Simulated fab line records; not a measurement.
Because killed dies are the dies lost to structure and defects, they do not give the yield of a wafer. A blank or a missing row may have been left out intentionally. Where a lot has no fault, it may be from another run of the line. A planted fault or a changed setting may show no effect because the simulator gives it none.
Which tool was responsible?	flow n5-finfet	Sampling: 9 lots, 27 wafers, 5 of 1938 route steps

WHAT EACH GAUGE READ, for each wafer
N5_BEOL_M2_CD_MEAS_28: target cd 26.2 nm, target cd y 24.1 nm. Usual: cd-nm reads 26.23 nm (standard deviation 0.26).
lot	measured	on	cd-nm (nm)	flag
L276	day 6 19:59	cd-sem-01	25.73 26.08 26.00	
L275	day 7 04:53	cd-sem-02	26.50 26.44 26.05	
L278	day 7 16:19	cd-sem-03	26.08 26.74 26.37	
L281	day 7 23:32	cd-sem-02	26.79 26.11 26.71	
L285	day 9 11:54	cd-sem-01	25.91 25.88 26.04	
L286	day 10 00:34	cd-sem-02	26.76 26.36 25.84	
L292	day 11 00:06	cd-sem-01	26.59 26.16 26.32	
L298	day 12 13:29	cd-sem-03	26.50 26.34 26.51	
L297	day 12 16:42	cd-sem-01	25.95 26.21 26.18	

N5_BEOL_M4_RC_MEAS_101. Usual: DIBL_N 37.0 mV/V, standard deviation 1.7; DIBL_P 36.7 mV/V, standard deviation 2; IOFF_N 0.17 nA/um, standard deviation 0.035; IOFF_P 0.22 nA/um, standard deviation 0.035; ION_N 672 uA/um, standard deviation 12; ION_P 461 uA/um, standard deviation 7.5; SS_N 71.6 mV/dec, standard deviation 0.67; SS_P 73.4 mV/dec, standard deviation 0.64; VT_N 250 mV, standard deviation 3.5; VT_P -250 mV, standard deviation 3.5.
lot	measured	on	DIBL_N (mV/V)	DIBL_P (mV/V)	IOFF_N (nA/um)	IOFF_P (nA/um)	ION_N (uA/um)	ION_P (uA/um)	SS_N (mV/dec)	SS_P (mV/dec)	VT_N (mV)	VT_P (mV)	flag
L276	day 8 00:55	prober-01	37.2 34.5 34.7	36.6 33.5 33.6	0.19 0.13 0.14	0.27 0.20 0.22	692 663 663	476 461 469	72.1 71.3 71.2	73.0 72.5 73.0	249 252 249	-242 -246 -246	
L275	day 8 08:34	prober-02	36.8 35.5 33.7	36.0 35.4 33.5	0.16 0.14 0.11	0.18 0.17 0.16	672 655 663	459 448 460	72.2 71.2 70.5	72.7 72.9 72.3	250 249 255	-252 -255 -254	
L278	day 8 19:19	prober-02	37.0 37.2 36.3	36.5 36.3 36.4	0.17 0.19 0.18	0.25 0.25 0.25	665 675 685	462 467 473	71.7 72.0 71.3	73.2 73.1 73.8	249 245 244	-244 -246 -247	
L281	day 9 04:19	prober-01	38.4 39.2 39.6	39.0 38.8 39.8	0.19 0.20 0.21	0.27 0.25 0.27	665 668 658	464 449 454	72.2 72.3 72.4	73.6 74.1 74.5	247 249 247	-248 -249 -250	
L285	day 10 10:58	prober-02	34.3 36.5 35.7	35.1 36.9 35.4	0.13 0.17 0.15	0.18 0.20 0.18	666 675 666	454 460 454	70.0 71.4 71.4	72.4 74.1 73.5	252 249 253	-253 -253 -255	
L286	day 10 21:25	prober-01	36.9 35.7 39.5	36.1 34.7 39.5	0.18 0.16 0.24	0.26 0.23 0.33	687 680 693	471 470 475	71.7 70.2 72.4	72.8 73.1 73.8	245 247 243	-244 -245 -242	
L292	day 11 21:56	prober-02	40.4 37.3 37.1	40.5 37.0 36.6	0.25 0.17 0.18	0.31 0.24 0.23	683 676 690	471 465 467	73.2 71.6 71.2	74.2 73.6 73.9	244 245 246	-245 -248 -247	
L298	day 13 12:05	prober-02	37.0 35.9 39.1	35.8 34.6 38.2	0.15 0.13 0.19	0.21 0.19 0.25	680 658 690	467 460 470	71.1 70.7 72.1	73.7 72.8 73.5	250 251 246	-247 -250 -248	
L297	day 14 10:43	prober-02	35.5 36.0 35.8	34.4 35.2 34.2	0.15 0.16 0.14	0.20 0.22 0.20	675 678 664	467 466 461	72.0 71.8 71.2	73.6 73.5 73.1	250 246 251	-250 -249 -252	

WHICH TOOL RAN EACH LOT (tool, then ch and the chambers of the sampled wafers, then the start)
lot	N5_BEOL_M2_ALD_98	N5_BEOL_M2_VIA_ETCH_34	N5_BEOL_M2_ETCH_41
L276	ald-sin-02 ch 0,2, day 6 20:36	rie-diel-03 ch 2,3, day 7 01:33	rie-diel-03 ch 2,3, day 8 00:55 or earlier
L275	ald-sin-04 ch 1,2, day 7 05:51	rie-diel-03 ch 1,2,3, day 7 06:14	rie-diel-03 ch 1,2,3, day 8 08:34 or earlier
L278	ald-sin-03 ch 0,1,2, day 7 16:35	rie-diel-05 ch 0,1,3, day 7 17:27	rie-diel-05 ch 0,1,3, day 8 19:19 or earlier
L281	ald-sin-02 ch 0,1,2, day 7 23:53	rie-diel-03 ch 1,2, day 8 06:38	rie-diel-03 ch 1,2, day 9 04:19 or earlier
L285	ald-sin-03 ch 0,1, day 9 12:40	rie-diel-03 ch 0,3, day 9 12:58	rie-diel-03 ch 0,3, day 10 10:58 or earlier
L286	ald-sin-03 ch 0,1, day 10 01:35	rie-diel-05 ch 0,1, day 10 02:02	rie-diel-05 ch 0,1, day 10 21:25 or earlier
L292	ald-sin-03 ch 1,3, day 11 00:21	rie-diel-01 ch 0,1,2, day 11 01:47	rie-diel-01 ch 0,1,2, day 11 21:56 or earlier
L298	ald-sin-02 ch 0,2,3, day 12 13:58	rie-diel-01 ch 2, day 12 14:56	rie-diel-01 ch 2, day 13 12:05 or earlier
L297	ald-sin-02 ch 0,1,2, day 12 18:16	rie-diel-05 ch 1,2, day 12 18:32	rie-diel-05 ch 1,2, day 14 10:43 or earlier
- N5_BEOL_M2_ALD_98: deposits SiO2, target thk 2.5 nm, pulse time 1 s, co reactant pulse time 1 s.
- N5_BEOL_M2_VIA_ETCH_34: etches the open film in C4F6/O2, target depth 69.4 nm, time 65.9 s.
- N5_BEOL_M2_ETCH_41: etches SiCN in CH3F/O2, target depth 29.9 nm, time 52.5 s.

AS READ BY THE TOOLS THEMSELVES (means over the sampled wafers that have a number; for cases with no such wafer, the mark the record gives instead)
N5_BEOL_M2_ALD_98. Usual: heater-power-w 77 W, standard deviation 8.9; precursor-pulse-height-rel 1.002, standard deviation 0.021.
lot	tool	heater-power-w (W)	precursor-pulse-height-rel	flag
L276	ald-sin-02	83	0.977	
L275	ald-sin-04	76	1.010	
L278	ald-sin-03	86	0.989	
L281	ald-sin-02	76	1.022	
L285	ald-sin-03	71	0.991	
L286	ald-sin-03	76	1.006	
L292	ald-sin-03	81	1.010	
L298	ald-sin-02	80	0.998	
L297	ald-sin-02	79	1.002	

N5_BEOL_M2_VIA_ETCH_34. Usual: drypump-motor-current-A 5.6 A, standard deviation 0.44; oes-product-au 0.77 a.u., standard deviation 0.088; rf-vpp-V 666 V, standard deviation 9.4; showerhead-plenum-p-Torr 2.91 Torr, standard deviation 0.058; throttle-valve-pct 30.72 %, standard deviation 0.26.
lot	tool	drypump-motor-current-A (A)	oes-product-au (a.u.)	rf-vpp-V (V)	showerhead-plenum-p-Torr (Torr)	throttle-valve-pct (%)	flag
L276	rie-diel-03	5.3	0.70	671	2.95	30.77	
L275	rie-diel-03	5.3	0.76	668	2.94	30.82	
L278	rie-diel-05	5.7	0.71	664	2.86	30.66	
L281	rie-diel-03	5.3	0.74	671	2.94	30.82	
L285	rie-diel-03	5.7	0.81	678	2.99	30.75	
L286	rie-diel-05	6.0	0.72	659	2.89	30.43	
L292	rie-diel-01	5.7	0.78	664	2.93	30.77	
L298	rie-diel-01	5.2	0.88	663	2.90	30.97	
L297	rie-diel-05	5.7	0.84	658	2.85	30.46	

N5_BEOL_M2_ETCH_41. Usual: drypump-motor-current-A 5.6 A, standard deviation 0.44; oes-product-au 0.77 a.u., standard deviation 0.088; rf-vpp-V 298.4 V, standard deviation 1.1; showerhead-plenum-p-Torr 2.05 Torr, standard deviation 0.041; throttle-valve-pct 16.27 %, standard deviation 0.18.
lot	tool	drypump-motor-current-A (A)	oes-product-au (a.u.)	rf-vpp-V (V)	showerhead-plenum-p-Torr (Torr)	throttle-valve-pct (%)	flag
L276	rie-diel-03	5.3	0.70	299.8	2.08	16.27	
L275	rie-diel-03	5.3	0.76	298.2	2.07	16.28	
L278	rie-diel-05	5.7	0.72	297.1	2.01	16.25	
L281	rie-diel-03	5.3	0.75	298.4	2.07	16.28	
L285	rie-diel-03	5.6	0.81	299.2	2.11	16.25	
L286	rie-diel-05	6.0	0.72	298.1	2.03	16.09	
L292	rie-diel-01	5.8	0.79	298.9	2.07	16.32	
L298	rie-diel-01	5.2	0.88	298.4	2.04	16.41	
L297	rie-diel-05	5.6	0.83	297.8	2.01	16.09	

THE ANSWER, worked out from the rows above alone
Rule: take the mean of a lot's wafers that have a number; if it is more than 3 standard deviations from the usual mean, the lot is off. A lot without any number at a reading at which 4 lots or more have one is off too. The other lots that the step has rows for count as sound. Order of review: gauges by route order, followed by the tools' own readings, for which a lot's mean as printed above is used. The first step at which some lot is off is used, and at that step the reading that is off furthest; a lot without a number counts as furthest.
None of the lots is off at any reading shown; this tells nothing.

WHAT THE SIMULATOR HAD INSERTED
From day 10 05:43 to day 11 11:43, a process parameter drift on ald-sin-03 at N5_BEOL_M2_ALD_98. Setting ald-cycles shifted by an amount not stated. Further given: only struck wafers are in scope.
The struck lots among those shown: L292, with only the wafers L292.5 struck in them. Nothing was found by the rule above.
